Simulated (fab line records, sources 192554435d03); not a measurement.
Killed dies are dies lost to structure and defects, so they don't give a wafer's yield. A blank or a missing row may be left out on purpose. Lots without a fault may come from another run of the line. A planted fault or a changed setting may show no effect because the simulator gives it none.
Split-lot experiment | flow n5_finfet | 7 lots, 21 wafers read, on a route of 1938 steps

THE SPLIT
At N5_BEOL_M6_VIA_ETCH_34 (etches SiCOH lowk in C4F6/O2, target depth 126.3 nm, time 50.9 s), the setting time_s was moved away from the recipe's 50.9 s on 7 of the 21 wafers read, by -18.1% to +16.4%. The other wafers ran this setting at the recipe's value.

The reading is taken at the split's own step.

THE READING
SOC_of_BEOL_M6_COAT_63.thk_nm (the simulator's own value, which no gauge read), in nm, at N5_BEOL_M6_VIA_ETCH_34 (etches SiCOH lowk in C4F6/O2, target depth 126.3 nm, time 50.9 s). The file gives no usual value for it. The 14 wafers here that ran the recipe average 53.8 nm, standard deviation 0.21 nm.

wafer  | tool, chamber at the split | time_s as run, s | against the recipe | SOC_of_BEOL_M6_COAT_63.thk_nm, nm | against lot-mates on the recipe
L075.1 | rie_diel-06, 0             | 50.9             | recipe             | 53.8                              | -
L075.2 | rie_diel-06, 2             | 55.28            | +8.6%              | 53.4                              | -0.5
L075.4 | rie_diel-06, 1             | 50.9             | recipe             | 54                                | -
L078.2 | rie_diel-06, 2             | 50.9             | recipe             | 53.6                              | -
L078.5 | rie_diel-06, 3             | 59.24            | +16.4%             | 53                                | -0.6
L078.6 | rie_diel-06, 2             | 59.24            | +16.4%             | 52.8                              | -0.8
L080.2 | rie_diel-06, 3             | 50.9             | recipe             | 54                                | -
L080.3 | rie_diel-06, 1             | 50.9             | recipe             | 53.6                              | -
L080.5 | rie_diel-06, 1             | 50.9             | recipe             | 53.4                              | -
L079.1 | rie_diel-06, 2             | 41.68            | -18.1%             | 55                                | +1.0
L079.3 | rie_diel-06, 1             | 41.68            | -18.1%             | 55.2                              | +1.2
L079.4 | rie_diel-06, 1             | 50.9             | recipe             | 54                                | -
L082.3 | rie_diel-06, 3             | 50.9             | recipe             | 54                                | -
L082.4 | rie_diel-06, 1             | 50.9             | recipe             | 53.6                              | -
L082.5 | rie_diel-06, 2             | 50.9             | recipe             | 53.6                              | -
L088.1 | rie_diel-01, 0             | 50.9             | recipe             | 54                                | -
L088.5 | rie_diel-01, 2             | 50.9             | recipe             | 53.8                              | -
L088.6 | rie_diel-01, 3             | 50.9             | recipe             | 54                                | -
L089.1 | rie_diel-06, 1             | 58.3             | +14.5%             | 52.8                              | -0.8
L089.4 | rie_diel-06, 0             | 58.3             | +14.5%             | 52.8                              | -0.8
L089.6 | rie_diel-06, 0             | 50.9             | recipe             | 53.6                              | -

THE FIT
A straight line over all 21 wafers: SOC_of_BEOL_M6_COAT_63.thk_nm changes by -0.065 nm for each +1% of time_s; r = -0.95; the points scatter about the line by 0.2 nm.
The same after taking each lot's own level away (the mean of its wafers on the recipe; 21 wafers): -0.054 nm for each +1%; r = -0.95; scatter 0.16 nm.
On that fit, the largest move of time_s shifts the reading by 0.98 nm.
The lots' own levels span 53.60 to 54.00 nm, that is 1.9 times the standard deviation above.
So the lot-to-lot level changes the slope: the two fits differ.
Check: with one of the wafers moved furthest among these (-18.1%) left out of the fit, the line predicts +1.01 nm for it against its lot-mates. It came out at +1 nm against them.

OTHER SPLITS ON THESE WAFERS
These wafers also went through other splits before the reading. Each is held against what the fit with the lots' levels taken away leaves over:
other split on the same wafers | wafers away from the commonest value | r with SOC_of_BEOL_M6_COAT_63.thk_nm (lot level and that fit taken away)
N5_BEOL_M3_COAT_67 spin_rpm    | 10                                   | -0.10
N5_BEOL_M3_COAT_22 spin_rpm    | 6                                    | -0.25
N5_BEOL_M5_COAT_22 spin_rpm    | 6                                    | -0.18

THE WHOLE CHAIN: every reading that the file lists as answering this split, in the file's order
step                   | what it does                                                     | reading                                                                        | change (the file's fit)                | r (the file's)
N5_BEOL_M6_VIA_ETCH_34 | etches SiCOH lowk in C4F6/O2, target depth 126.3 nm, time 50.9 s | etch.depth_nm (the simulator's own value, which no gauge read)                 | +1.21 nm for each +1% of the setting   | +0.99
N5_BEOL_M6_VIA_ETCH_34 | etches SiCOH lowk in C4F6/O2, target depth 126.3 nm, time 50.9 s | SOC_of_BEOL_M6_COAT_63.thk_nm (the simulator's own value, which no gauge read) | -0.0537 nm for each +1% of the setting | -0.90

THE FILE'S OWN FIT
SOC_of_BEOL_M6_COAT_63.thk_nm changes by -0.0537 nm for each +1% of time_s, r = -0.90.
